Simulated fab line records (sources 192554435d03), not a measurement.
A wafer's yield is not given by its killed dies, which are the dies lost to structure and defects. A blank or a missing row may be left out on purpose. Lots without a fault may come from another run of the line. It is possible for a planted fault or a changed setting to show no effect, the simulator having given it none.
fab line records	flow n5Finfet
record: lots: 15	wafers: 45	lastDay: 17
route steps=1938 shown BEOL_M1@766
lots that met no fault: taken from a fault-free run of the same line
startH: the number of hours between the record's first day and the start of the first shown wafer of the lot	waitH: hours from the lot's prior step to this one	" repeats the value in the row above	L1.1+2: a row that stands for several wafers	- no value, or no start given	* or withheld: withheld	< > ~ a bound
route shown NAME@n: a module of which the file shows steps, and the number in the route of the first	usual: average and standard deviation across the fault-free wafers	same: alike in all rows	chamber/n: place in a boat	sites: per-site readings	_std_site: the standard deviation of these	_edge_site: mean of outer sites minus mean of inner sites	radiusMm: how far each site lies from the wafer's centre	mask NAME#n: copy n	behind: the most recent tool/chamber to have shaped the wafer	hold: cause of the lot's hold/its duration in hours/its outcome	device: the transistor (n, p or np) that didn't switch	end of line: the same wafers' tests at the end of the route	a step with no rows: only its recipe	killed: not the wafer's yield, but the dies lost to structure and defects at the first sort	map: per-die view of a wafer (x killed, . not killed, _ where there is no die)
set.NAME: the setting as run; set.NAME@STEP: as run at that earlier step	model.NAME: the simulator's own value behind a step, which no gauge read
a sample of lots followed through the steps of the route, with each step as a table and each wafer as a row
services: a tool's chamber out of use, with start hour (startH, from the record's first day; less than 0 if before it), hours out, and reason
== steps ==
step: N5_BEOL_M1_INSPECT_13
recipe: mode: adi	inspectInstrument: brightfield
usual: rawDefectCount: 415/99
lot.wafer	tool	chamber	startH	waitH	rawDefectCount
L435.2	defectInspect-02	-	134.92	0.0	712
L435.4	"	-	"	"	504
L435.5	"	-	"	"	381
L437.1	defectInspect-01	-	136.19	0.1	493
L437.2	"	-	"	"	408
L437.4	"	-	"	"	641
L443.2	defectInspect-02	-	173.76	0.0	410
L443.5	"	-	"	"	597
L443.6	"	-	"	"	379
L444.1	defectInspect-01	-	182.81	0.1	323
L444.3	"	-	"	"	466
L444.5	"	-	"	"	296
L445.2	defectInspect-01	-	189.52	0.0	397
L445.4	"	-	"	"	352
L445.6	"	-	"	"	317
L446.1	defectInspect-01	-	191.89	0.1	624
L446.2	"	-	"	"	594
L446.3	"	-	"	"	685
L447.1	defectInspect-02	-	196.68	0.1	448
L447.2	"	-	"	"	332
L447.5	"	-	"	"	433
L448.1	defectInspect-01	-	202.07	0.1	378
L448.4	"	-	"	"	263
L448.5	"	-	"	"	336
L450.1	defectInspect-01	-	216.56	0.1	314
L450.5	"	-	"	"	460
L450.6	"	-	"	"	561
L451.1	defectInspect-02	-	220.58	0.1	270
L451.2	"	-	"	"	312
L451.4	"	-	"	"	346
L452.2	defectInspect-02	-	227.73	0.0	511
L452.4	"	-	"	"	542
L452.5	"	-	"	"	576
L453.2	defectInspect-02	-	238.26	0.1	281
L453.4	"	-	"	"	274
L453.6	"	-	"	"	255
L436.2	defectInspect-02	-	244.57	0.0	363
L436.3	"	-	"	"	369
L436.5	"	-	"	"	318
L454.4	defectInspect-02	-	248.64	0.0	335
L454.5	"	-	"	"	356
L454.6	"	-	"	"	315
L455.1	defectInspect-02	-	257.03	0.1	320
L455.3	"	-	"	"	332
L455.6	"	-	"	"	376
step: N5_BEOL_M1_CD_MEAS_18
recipe: pitchNm: 36	targetCdNm: 18
usual: cdNm: 18.1/0.35
lot.wafer	tool	chamber	startH	waitH	cdNm
L435.2	cdSem-02	-	135.45	0.1	18.2
L435.4	"	-	"	"	17.3
L435.5	"	-	"	"	18.2
L437.1	cdSem-01	-	136.75	0.0	18.0
L437.2	"	-	"	"	17.9
L437.4	"	-	"	"	17.4
L443.2	cdSem-01	-	174.23	0.1	17.8
L443.5	"	-	"	"	18.5
L443.6	"	-	"	"	18.0
L444.1	cdSem-02	-	183.38	0.0	18.0
L444.3	"	-	"	"	18.5
L444.5	"	-	"	"	18.7
L445.2	cdSem-01	-	189.98	0.1	17.4
L445.4	"	-	"	"	18.4
L445.6	"	-	"	"	17.9
L446.1	cdSem-02	-	192.39	0.0	18.0
L446.2	"	-	"	"	17.9
L446.3	"	-	"	"	18.1
L447.1	cdSem-03	-	197.14	0.0	18.2
L447.2	"	-	"	"	18.5
L447.5	"	-	"	"	18.4
L448.1	cdSem-01	-	202.87	0.0	18.4
L448.4	"	-	"	"	18.6
L448.5	"	-	"	"	18.5
L450.1	cdSem-03	-	217.02	0.0	17.8
L450.5	"	-	"	"	17.7
L450.6	"	-	"	"	18.0
L451.1	cdSem-02	-	221.16	0.0	18.2
L451.2	"	-	"	"	17.9
L451.4	"	-	"	"	17.6
L452.2	cdSem-01	-	228.19	0.1	17.5
L452.4	"	-	"	"	17.5
L452.5	"	-	"	"	18.1
L453.2	cdSem-03	-	238.73	0.1	17.9
L453.4	"	-	"	"	18.3
L453.6	"	-	"	"	18.6
L436.2	cdSem-03	-	245.03	0.1	17.5
L436.3	"	-	"	"	17.8
L436.5	"	-	"	"	17.6
L454.4	cdSem-01	-	249.34	0.1	17.7
L454.5	"	-	"	"	18.6
L454.6	"	-	"	"	18.3
L455.1	cdSem-03	-	257.61	0.0	18.7
L455.3	"	-	"	"	18.5
L455.6	"	-	"	"	18.8
step: N5_BEOL_M1_PEB_26
recipe: pebTempC: 100	pebTimeS: 60	resist: CAR-EUV
usual: chillPlateTempC: 22.99/0.099	exhaustPa: 45.0/0.8
lot.wafer	tool	chamber	startH	waitH	chillPlateTempC	exhaustPa
L435.2	lithoTrack-04	0	135.70	0.1	22.94	42.9
L435.4	"	0	"	"	23.10	45.6
L435.5	"	0	"	"	23.01	44.4
L437.1	lithoTrack-04	0	137.12	0.1	23.11	44.8
L437.2	"	0	"	"	23.03	43.7
L437.4	"	0	"	"	23.13	45.3
L443.2	lithoTrack-04	-	174.61	0.1	-	-
L443.5	"	-	"	"	-	-
L443.6	"	-	"	"	-	-
L444.1	lithoTrack-04	-	183.76	0.1	-	-
L444.3	"	-	"	"	-	-
L444.5	"	-	"	"	-	-
L445.2	lithoTrack-01	-	190.36	0.1	-	-
L445.4	"	-	"	"	-	-
L445.6	"	-	"	"	-	-
L446.1	lithoTrack-01	0	192.64	0.1	22.87	45.0
L446.2	"	0	"	"	22.88	45.4
L446.3	"	0	"	"	23.05	45.8
L447.1	lithoTrack-01	0	197.52	0.1	23.16	45.9
L447.2	"	0	"	"	23.02	46.1
L447.5	"	0	"	"	22.95	45.9
L448.1	lithoTrack-01	0	203.12	0.1	22.99	45.4
L448.4	"	0	"	"	22.97	44.4
L448.5	"	0	"	"	22.88	45.6
L450.1	lithoTrack-04	0	217.40	0.1	23.05	44.4
L450.5	"	0	"	"	22.89	44.5
L450.6	"	0	"	"	23.02	44.8
L451.1	lithoTrack-02	0	221.54	0.1	22.96	46.7
L451.2	"	0	"	"	22.92	44.7
L451.4	"	0	"	"	22.95	46.8
L452.2	lithoTrack-04	0	228.44	0.1	23.20	44.9
L452.4	"	0	"	"	23.08	44.8
L452.5	"	0	"	"	22.98	44.8
L453.2	lithoTrack-04	0	238.98	0.1	22.85	44.1
L453.4	"	0	"	"	23.02	44.8
L453.6	"	0	"	"	22.87	44.4
L436.2	lithoTrack-04	0	245.41	0.1	22.89	45.4
L436.3	"	0	"	"	23.10	44.7
L436.5	"	0	"	"	22.93	44.6
L454.4	lithoTrack-02	0	249.60	0.0	22.91	44.5
L454.5	"	0	"	"	22.83	45.6
L454.6	"	0	"	"	22.96	44.1
L455.1	lithoTrack-04	0	258.00	0.1	23.15	45.8
L455.3	"	0	"	"	23.08	44.7
L455.6	"	0	"	"	23.03	44.7
step: N5_BEOL_M1_OVL_MEAS_29
recipe: pointsPerWafer: 522
usual: V0_OVL: 0.3/0.56
same: pointsPerWafer: 522
lot.wafer	tool	chamber	startH	waitH	V0_OVL[nm]
L435.2	overlay-02	0	135.80	0.0	-0.4
L435.4	"	0	"	"	1.2
L435.5	"	0	"	"	0.9
L437.1	overlay-02	0	137.22	0.0	0.3
L437.2	"	0	"	"	0.2
L437.4	"	0	"	"	-0.1
L443.2	overlay-02	0	174.71	0.0	-
L443.5	"	0	"	"	-
L443.6	"	0	"	"	-
L444.1	overlay-02	0	183.86	0.0	-
L444.3	"	0	"	"	-
L444.5	"	0	"	"	-
L445.2	overlay-01	0	190.46	0.0	-
L445.4	"	0	"	"	-
L445.6	"	0	"	"	-
L446.1	overlay-01	0	192.74	0.0	-0.1
L446.2	"	0	"	"	0.4
L446.3	"	0	"	"	0.4
L447.1	overlay-01	0	197.62	0.0	0.2
L447.2	"	0	"	"	0.3
L447.5	"	0	"	"	0.3
L448.1	overlay-01	0	203.22	0.0	0.3
L448.4	"	0	"	"	0.5
L448.5	"	0	"	"	-0.2
L450.1	overlay-02	0	217.49	0.0	-0.5
L450.5	"	0	"	"	-0.5
L450.6	"	0	"	"	0.1
L451.1	overlay-01	0	221.64	0.0	0.6
L451.2	"	0	"	"	-0.7
L451.4	"	0	"	"	-0.9
L452.2	overlay-02	0	228.55	0.0	-0.3
L452.4	"	0	"	"	-0.7
L452.5	"	0	"	"	-0.2
L453.2	overlay-02	0	239.08	0.0	0.7
L453.4	"	0	"	"	-0.5
L453.6	"	0	"	"	1.0
L436.2	overlay-01	0	245.51	0.0	1.0
L436.3	"	0	"	"	1.2
L436.5	"	0	"	"	0.4
L454.4	overlay-01	0	249.73	0.1	0.2
L454.5	"	0	"	"	0.1
L454.6	"	0	"	"	0.6
L455.1	overlay-01	0	258.09	0.0	0.5
L455.3	"	0	"	"	0.3
L455.6	"	0	"	"	0.1
== services ==
tool	chamber	startH	hours	kind
lithoTrack-01	-	224.95	-	consumableReplace:filter
== key ==
firstSign: step: N5_BEOL_M1_PEB_26	reading: toolRecord	direction: missing
effect none on later readings
metAt N5_BEOL_M1_PEB_26
struckLots L443,L444,L445
laterRowsLeftOut L443.2,L443.5,L443.6,L444.1,L444.3,L444.5,L445.2,L445.4,L445.6
sortLeftOut L443.2,L443.5,L443.6,L444.1,L444.3,L444.5,L445.2,L445.4,L445.6
notActingAt N5_BEOL_M1_INSPECT_13,N5_BEOL_M1_CD_MEAS_18,N5_BEOL_M1_OVL_MEAS_29
onsetBetween 137.12 174.61
fault: kind: skippedStepWhole	tool: lithoTrack-01,lithoTrack-04	chamber: -	onsetH: 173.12	steps: N5_BEOL_M1_PEB_26	scope: struckLotsOnly
sortLeftOut: the simulated sort isn't trusted on such a fault, so these wafers' sort isn't shown, and their yield isn't known
laterRowsLeftOut: the simulator's readings of these wafers behind a module that went badly wrong aren't trusted and aren't shown, but for the sort
